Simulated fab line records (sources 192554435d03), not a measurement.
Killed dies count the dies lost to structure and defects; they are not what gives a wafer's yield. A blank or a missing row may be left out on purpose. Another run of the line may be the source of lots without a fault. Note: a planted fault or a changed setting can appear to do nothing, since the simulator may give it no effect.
The same fault as seen by 2 desks | flow n5Finfet | each desk holds nothing but its own numbers, with what lay behind them at the end

## THE TOOL OWNER'S DESK: aldMetal-03
The tool's own readings at N5_HKMG_FIN_ALD_91 (deposits TiN, target thk 1 nm, pulse time 1 s, purge time 3 s): means of the sampled wafers that have a number, for each lot that ran on this tool. The brackets show how far a lot's mean lies from the usual mean; more than 4 standard deviations puts the lot out of limits, marked OUT.
Columns: A = heaterPowerW at N5_HKMG_FIN_ALD_91, usual 882 W; B = precursorPulseHeightRel at N5_HKMG_FIN_ALD_91, usual 1.000
lot  | first seen here | A   | B
L140 | day 4 10:08     | 882 | 0.970
L145 | day 5 19:38     | 863 | 0.985
L146 | day 5 23:01     | 888 | 0.985
L155 | day 8 14:30     | 849 | 0.994
L157 | day 8 19:37     | 869 | 1.003
L158 | day 9 07:34     | 870 | 1.005
L160 | day 9 13:31     | 857 | 1.016
L162 | day 10 02:28    | 866 | 0.983
Finding of this desk: none of the 8 lots has anything out of limits.

## METROLOGY DESK
What the gauges read, lot by lot, whatever tool the lot ran on: means of the sampled wafers that have a number. The brackets show how far a lot's mean lies from the usual mean; more than 4 standard deviations puts the lot out of limits, marked OUT.
Columns: A = HK_THK at N5_HKMG_FIN_THK_MEAS_70, usual 1.589 nm
lot  | first seen here | A
L140 | day 4 08:10     | 1.566
L141 | day 4 12:08     | 1.579
L145 | day 5 17:42     | 1.595
L146 | day 5 21:04     | 1.589
L153 | day 7 12:37     | 1.593
L155 | day 8 12:38     | 1.577
L156 | day 8 14:17     | 1.575
L157 | day 8 17:39     | 1.609
L159 | day 9 05:01     | 1.578
L158 | day 9 05:45     | 1.575
L160 | day 9 11:32     | 1.572
L162 | day 10 00:31    | 1.572
Finding of this desk: none of the 12 lots has anything out of limits.

## BROUGHT TOGETHER
Nothing out of limits was seen by the tool owner's desk.
Nothing out of limits was seen by the metrology desk.

## WHAT HAD BEEN PUT IN BY THE SIMULATOR
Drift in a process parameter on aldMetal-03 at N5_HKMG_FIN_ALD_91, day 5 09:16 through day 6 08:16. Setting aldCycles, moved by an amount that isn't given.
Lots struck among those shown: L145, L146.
